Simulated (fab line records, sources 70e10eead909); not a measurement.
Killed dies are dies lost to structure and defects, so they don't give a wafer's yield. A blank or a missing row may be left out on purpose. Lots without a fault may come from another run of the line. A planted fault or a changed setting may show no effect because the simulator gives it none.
A struck lot beside a sound one | flow nand_harc | 14 steps out of a route of 1302
Sound: wafers L550.1, L550.5, L550.6. Struck: wafers L568.4, L568.6. (L568.2 of the same lot was not struck and is left out.) The cause comes at the end.
At each step with rows: each side's tool, then ch and its chambers, then its first start. Under that, the readings that differ: sound wafers | struck wafers | difference of the means | sigmas: that difference in standard deviations of wafers without a fault.
alike: readings whose means differ by less than 2 such deviations, and words and numbers that are the same on both sides. not compared: withheld readings, readings that some wafer has no value for, bounds like >300 that may hide the same value, and numbers for which the record gives no deviation and whose values overlap.
The two part at a step that has a row with sigmas, a row that says differs or no value, or rows on one side only. Numbers that don't overlap but have no deviation are shown without sigmas and don't part them. A reading that every wafer of one side lacks parts them only if that side has two wafers or more.

first, 1 step without rows for these wafers: NHARC_A_ONON_D1_DEP_09 (target thk 1000 nm).
NHARC_A_ONON_D1_THK_MEAS_11: measures by ellipsometry.
  sound on film_metro-01, day 9 08:31; struck on film_metro-01, day 17 01:31
  alike: thk_nm
then, 1 step without rows for these wafers: NHARC_A_ONON_D1_DEP_12 (target thk 1000 nm).
NHARC_A_ONON_D1_THK_MEAS_14: measures by ellipsometry.
  sound on film_metro-02, day 9 09:06; struck on film_metro-01, day 17 02:04
  alike: thk_nm
then, 2 steps without rows for these wafers: NHARC_A_ONON_D1_ANNEAL_15 (time 3600 s); NHARC_A_ONON_D1_DEP_16 (target thk 1000 nm).
NHARC_A_ONON_D1_THK_MEAS_18: measures by ellipsometry.
  sound on film_metro-02, day 9 17:01; struck on film_metro-01, day 17 10:34
  alike: thk_nm
then, 1 step without rows for these wafers: NHARC_A_ONON_D1_DEP_19 (target thk 1000 nm).
NHARC_A_ONON_D1_THK_MEAS_21: measures by ellipsometry.
  sound on film_metro-02, day 9 17:35; struck on film_metro-02, day 17 11:08
  alike: thk_nm
then, 1 step without rows for these wafers: NHARC_A_ONON_D1_DEP_22 (target thk 1000 nm).
NHARC_A_ONON_D1_THK_MEAS_24: measures by ellipsometry.
  sound on film_metro-01, day 9 18:09; struck on film_metro-02, day 17 11:41
  alike: thk_nm
NHARC_A_ONON_D1_DEP_25: target thk 1000 nm.
  sound on pecvd_onon-04 ch 0, day 9 18:13; struck on pecvd_onon-01 ch 0, day 17 11:49
  alike: n2_flow_sccm, sih4_flow_sccm, susceptor_temp_C
NHARC_A_ONON_D1_THK_MEAS_27: measures by ellipsometry.
  sound on film_metro-02, day 9 18:43; struck on film_metro-01, day 17 12:16
  reading     | sound          | struck    | difference | sigmas
  thk_nm (nm) | 1003 1006 1004 | 1053 1053 | +49        | +6
then, 1 step without rows for these wafers: NHARC_A_ONON_D1_DEP_28 (target thk 1000 nm).

WHERE THEY PART
Only at NHARC_A_ONON_D1_THK_MEAS_27, within this record.

WHY: what the simulator had put in
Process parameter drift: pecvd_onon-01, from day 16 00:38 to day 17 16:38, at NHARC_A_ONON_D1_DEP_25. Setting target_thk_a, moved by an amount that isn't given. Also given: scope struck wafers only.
